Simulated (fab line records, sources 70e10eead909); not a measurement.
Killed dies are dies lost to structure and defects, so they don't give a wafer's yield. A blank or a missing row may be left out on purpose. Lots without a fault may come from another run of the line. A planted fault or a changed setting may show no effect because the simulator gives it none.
A struck lot beside a sound one | flow nand_harc | 13 steps out of a route of 1159
Sound: wafers L559.3, L559.4, L559.5. Struck: wafers L573.3, L573.5, L573.6. The cause comes at the end.
At each step with rows: each side's tool, then ch and its chambers, then its first start. Under that, the readings that differ: sound wafers | struck wafers | difference of the means | sigmas: that difference in standard deviations of wafers without a fault.
alike: readings whose means differ by less than 2 such deviations, and words and numbers that are the same on both sides. not compared: withheld readings, readings that some wafer has no value for, bounds like >300 that may hide the same value, and numbers for which the record gives no deviation and whose values overlap.
The two part at a step that has a row with sigmas, a row that says differs or no value, or rows on one side only. Numbers that don't overlap but have no deviation are shown without sigmas and don't part them. A reading that every wafer of one side lacks parts them only if that side has two wafers or more.

first, 1 step without rows for these wafers: NHARC_A_ONON_D1_DEP_12 (target thk 1000 nm).
NHARC_A_ONON_D1_THK_MEAS_14: measures by ellipsometry.
  sound on film_metro-01, day 9 03:17; struck on film_metro-02, day 13 06:23
  alike: thk_nm
then, 2 steps without rows for these wafers: NHARC_A_ONON_D1_ANNEAL_15 (time 3600 s); NHARC_A_ONON_D1_DEP_16 (target thk 1000 nm).
NHARC_A_ONON_D1_THK_MEAS_18: measures by ellipsometry.
  sound on film_metro-02, day 9 10:26; struck on film_metro-02, day 13 13:37
  alike: thk_nm
then, 1 step without rows for these wafers: NHARC_A_ONON_D1_DEP_19 (target thk 1000 nm).
NHARC_A_ONON_D1_THK_MEAS_21: measures by ellipsometry.
  sound on film_metro-01, day 9 11:00; struck on film_metro-02, day 13 14:11
  alike: thk_nm
then, 1 step without rows for these wafers: NHARC_A_ONON_D1_DEP_22 (target thk 1000 nm).
NHARC_A_ONON_D1_THK_MEAS_24: measures by ellipsometry.
  sound on film_metro-01, day 9 11:34; struck on film_metro-02, day 13 14:45
  alike: thk_nm
then, 1 step without rows for these wafers: NHARC_A_ONON_D1_DEP_25 (target thk 1000 nm).
NHARC_A_ONON_D1_THK_MEAS_27: measures by ellipsometry.
  sound on film_metro-01, day 9 12:07; struck on film_metro-02, day 13 15:19
  alike: thk_nm
NHARC_A_ONON_D1_DEP_28: target thk 1000 nm.
  sound on pecvd_onon-03 ch 0, day 9 12:18; struck on pecvd_onon-03, day 13 15:29
  no value came back on the struck wafers for n2_flow_sccm (sccm), n2o_flow_sccm (sccm); on the sound wafers n2_flow_sccm (sccm) reads 2726 2744 2729
-- the record jumps here: 11 days lie between the struck wafers' starts before and after (it left off in module A_ONON_D1 and takes up again in module END, whose first step shown is number 1159 of the route) --
NHARC_END_SORT_01:
  sound on prober-02 ch 0, day 21 04:07; struck on prober-02 ch 0, day 24 23:50
  reading         | sound    | struck      | difference | sigmas
  killed_at_array | 25 27 13 | 676 675 673 | +653       | +65
  killed_dies     | 26 31 15 | 677 677 677 | +653       | +59
  alike: killed_at_other, killed_at_periphery, killed_open, killed_short

WHERE THEY PART
First at NHARC_A_ONON_D1_DEP_28; last, within this record, at NHARC_END_SORT_01.

WHY: what the simulator had put in
Skipped step whole: pecvd_onon-03, from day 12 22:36 on, at NHARC_A_ONON_D1_DEP_28. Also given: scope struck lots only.
